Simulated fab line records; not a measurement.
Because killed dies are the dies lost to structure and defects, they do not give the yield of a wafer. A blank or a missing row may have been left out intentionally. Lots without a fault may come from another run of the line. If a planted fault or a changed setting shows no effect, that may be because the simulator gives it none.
Which tool did it?	flow n5 finfet	Sampling: 10 lots, 30 wafers, 5 of 1938 route steps

== WHAT THE GAUGES SHOWED, per wafer ==
N5_BEOL_M4_RC_MEAS_101. Usual: DIBL_N 36.2 mV/V, standard deviation 1.6; DIBL_P 36.1 mV/V, standard deviation 2; IOFF_N 0.16 nA/um, standard deviation 0.032; IOFF_P 0.22 nA/um, standard deviation 0.036; ION_N 672 uA/um, standard deviation 11; ION_P 463 uA/um, standard deviation 7.5; SS_N 71.4 mV/dec, standard deviation 0.58; SS_P 73.2 mV/dec, standard deviation 0.67; VT_N 250 mV, standard deviation 3.3; VT_P -250 mV, standard deviation 3.3.
lot	measured	on	DIBL_N (mV/V)	DIBL_P (mV/V)	IOFF_N (nA/um)	IOFF_P (nA/um)	ION_N (uA/um)	ION_P (uA/um)	SS_N (mV/dec)	SS_P (mV/dec)	VT_N (mV)	VT_P (mV)	flag
L749	day 8 11:39	prober-02	35.8 35.9 38.0	36.9 35.7 39.7	0.15 0.15 0.19	0.22 0.19 0.27	678 664 675	470 457 469	71.6 71.4 72.2	73.6 72.8 74.3	248 249 249	-250 -252 -249	
L750	day 8 13:38	prober-02	36.3 37.3 37.1	35.6 37.0 36.1	0.16 0.18 0.16	0.23 0.25 0.22	683 680 680	474 465 472	71.8 71.7 71.6	73.3 73.5 73.8	247 247 248	-250 -246 -250	
L751	day 9 05:44	prober-01	38.3 35.9 36.2	35.2 32.5 33.4	0.17 0.13 0.13	0.21 0.18 0.19	679 662 671	465 458 460	71.6 71.3 71.5	73.2 71.8 72.3	248 248 251	-249 -251 -250	
L752	day 9 08:32	prober-01	37.3 36.5 34.3	36.4 34.5 33.2	0.17 0.17 0.13	0.23 0.20 0.18	673 678 668	467 459 457	71.5 71.8 70.1	73.2 72.7 72.1	250 247 249	-247 -249 -250	
L753	day 10 01:50	prober-02	36.2 35.3 37.4	36.8 34.3 39.0	0.15 0.12 0.18	0.20 0.17 0.23	654 665 671	455 461 458	72.1 71.8 71.7	73.0 72.3 74.2	252 255 248	-251 -253 -250	
L755	day 10 04:14	prober-01	37.7 35.6 35.2	38.2 36.0 35.4	0.22 0.17 0.16	0.30 0.24 0.24	675 685 667	464 471 466	71.6 71.0 70.4	74.1 73.0 73.9	245 245 250	-245 -248 -245	
L756	day 10 08:41	prober-02	37.7 37.3 37.0	37.1 38.2 38.0	0.17 0.16 0.16	0.24 0.26 0.24	675 678 682	471 471 466	71.8 71.5 71.5	73.0 74.0 72.8	247 248 249	-246 -245 -246	
L761	day 12 14:43	prober-01	34.1 35.1 34.9	34.8 36.3 35.6	0.13 0.14 0.13	0.16 0.18 0.17	669 668 656	455 459 444	71.1 70.8 70.9	72.4 72.5 73.1	252 252 254	-256 -256 -255	
L766	day 14 05:20	prober-02	35.7 35.1 36.1	34.4 34.1 35.5	0.15 0.15 0.16	0.18 0.17 0.19	675 665 679	458 449 455	71.3 71.9 71.9	73.4 73.3 73.0	250 252 249	-255 -251 -251	
L770	day 15 03:51	prober-02	38.7 36.5 34.7	39.5 37.2 35.7	0.20 0.16 0.13	0.25 0.22 0.20	694 679 661	469 470 465	72.4 72.2 71.4	73.6 73.4 72.2	244 250 252	-246 -247 -252	

== EACH LOT AND THE TOOL THAT RAN IT (in order: tool; ch and the chambers of the sampled wafers; start) ==
lot	N5_BEOL_M1_ANNEAL_87	N5_BEOL_M1_CO_CAP_55	N5_BEOL_M2_ILD_DEP_00	N5_BEOL_M2_HM_DEP_02
L749	pvd sputter-02, day 6 18:45	cvd co-01 ch 0,1,2, day 6 20:46	pecvd-04 ch 1,2, day 6 21:00	pvd sputter-01, day 6 23:55
L750	pvd sputter-01, day 6 20:33	cvd co-01 ch 0,2, day 6 22:26	pecvd-03 ch 1,2, day 6 22:41	pvd sputter-01, day 7 00:23
L751	pvd sputter-01, day 7 09:28	cvd co-02 ch 0,2, day 7 11:21	pecvd-02 ch 1,2, day 7 11:36	pvd sputter-02, day 7 12:25
L752	pvd sputter-03, day 7 09:49	cvd co-02 ch 0,2, day 7 11:42	pecvd-02 ch 0,1, day 7 11:56	pvd sputter-02, day 7 12:40
L753	pvd sputter-01, day 8 09:22	cvd co-01 ch 0,1,2, day 8 11:15	pecvd-02 ch 0,2, day 8 11:30	pvd sputter-03, day 8 12:28
L755	pvd sputter-02, day 8 11:08	cvd co-01 ch 0,2, day 8 13:01	pecvd-03 ch 0,1, day 8 13:16	pvd sputter-01, day 8 13:27
L756	pvd sputter-01, day 8 20:40	cvd co-02 ch 0,1, day 8 22:37	pecvd-04 ch 1,2, day 8 22:53	pvd sputter-02, day 8 23:44
L761	pvd sputter-03, day 10 05:46	cvd co-01 ch 1,2, day 10 07:41	pecvd-03 ch 0,1, day 10 07:59	pvd sputter-01, day 10 08:13
L766	pvd sputter-01, day 11 15:13	cvd co-02 ch 1,2, day 12 03:14	pecvd-03 ch 0,1,2, day 12 03:29	pvd sputter-03, day 12 04:28
L770	pvd sputter-01, day 12 10:25	cvd co-01 ch 0,1, day 12 12:30	pecvd-02 ch 0,1, day 12 12:44	pvd sputter-03, day 12 13:53
- N5_BEOL_M1_ANNEAL_87: time 240 s.
- N5_BEOL_M1_CO_CAP_55: material Co, precursor CCTBA/H2, target thk 2 nm, time 102.1 s.
- N5_BEOL_M2_ILD_DEP_00: deposits SiOC from DEMS/O2, target thk 79 nm, time 15.3 s.
- N5_BEOL_M2_HM_DEP_02: deposits TiN, target thk 20 nm.

== AS READ BY THE TOOLS THEMSELVES (means over the sampled wafers that have a number; for cases with no such wafer, the mark the record gives instead) ==
N5_BEOL_M1_ANNEAL_87. Usual: heater power w at 821 W, with a standard deviation of 97.
lot	tool	heater power w (W)	flag
L749	pvd sputter-02	951	
L750	pvd sputter-01	834	
L751	pvd sputter-01	813	
L752	pvd sputter-03	759	
L753	pvd sputter-01	796	
L755	pvd sputter-02	909	
L756	pvd sputter-01	817	
L761	pvd sputter-03	791	
L766	pvd sputter-01	846	
L770	pvd sputter-01	826	

N5_BEOL_M1_CO_CAP_55. Usual: heater power outer w 119 W, standard deviation 9.2; heater power w 234 W, standard deviation 17; run length s 124.8 s, standard deviation 0.61.
lot	tool	heater power outer w (W)	heater power w (W)	run length s (s)	flag
L749	cvd co-01	117	232	124.7	
L750	cvd co-01	110	216	124.4	
L751	cvd co-02	125	237	125.2	
L752	cvd co-02	125	238	125.2	
L753	cvd co-01	119	237	124.8	
L755	cvd co-01	110	219	173.1	OFF
L756	cvd co-02	115	226	124.7	
L761	cvd co-01	119	238	172.8	OFF
L766	cvd co-02	124	233	125.0	
L770	cvd co-01	124	248	125.3	

N5_BEOL_M2_ILD_DEP_00. Usual: heater power outer w 253 W, standard deviation 35; heater power w 494 W, standard deviation 43; showerhead plenum p Torr 5.696 Torr, standard deviation 0.016; throttle valve pct 12.3 %, standard deviation 0.99.
lot	tool	heater power outer w (W)	heater power w (W)	showerhead plenum p Torr (Torr)	throttle valve pct (%)	flag
L749	pecvd-04	248	487	5.671	11.4	
L750	pecvd-03	232	460	5.703	12.2	
L751	pecvd-02	276	503	5.701	12.0	
L752	pecvd-02	289	544	5.693	12.8	
L753	pecvd-02	245	491	5.693	12.3	
L755	pecvd-03	233	483	5.707	12.1	
L756	pecvd-04	273	526	5.686	11.4	
L761	pecvd-03	199	434	5.714	12.0	
L766	pecvd-03	248	487	5.710	11.9	
L770	pecvd-02	268	511	5.699	12.4	

N5_BEOL_M2_HM_DEP_02. Usual: throttle valve pct at 30.2 %, with a standard deviation of 0.98.
lot	tool	throttle valve pct (%)	flag
L749	pvd sputter-01	31.1	
L750	pvd sputter-01	31.3	
L751	pvd sputter-02	29.2	
L752	pvd sputter-02	29.2	
L753	pvd sputter-03	30.2	
L755	pvd sputter-01	31.4	
L756	pvd sputter-02	29.4	
L761	pvd sputter-01	31.4	
L766	pvd sputter-03	30.2	
L770	pvd sputter-03	30.5	

== THE ANSWER, worked out from the rows above alone ==
Rule: take the mean of a lot's wafers that have a number; if it is more than 3 standard deviations from the usual mean, the lot is off. Also off: a lot with no number at a reading for which 4 or more lots have one. Where the step has rows for the other lots, those lots are counted as sound. The gauges are gone through in route order, then the tools' own readings, and for those a lot's mean is taken as printed above. At the first step where some lot is off, the reading lying furthest off is the one used; lots without a number count as furthest.
Off: L755, L761 (N5_BEOL_M1_CO_CAP_55, run length s).
If a tool, at that step or one of the process steps before it, ran each lot that is off and ran no sound lot following the first of them, it fits. None of those tried fits.

== WHAT THE SIMULATOR PUT IN ==
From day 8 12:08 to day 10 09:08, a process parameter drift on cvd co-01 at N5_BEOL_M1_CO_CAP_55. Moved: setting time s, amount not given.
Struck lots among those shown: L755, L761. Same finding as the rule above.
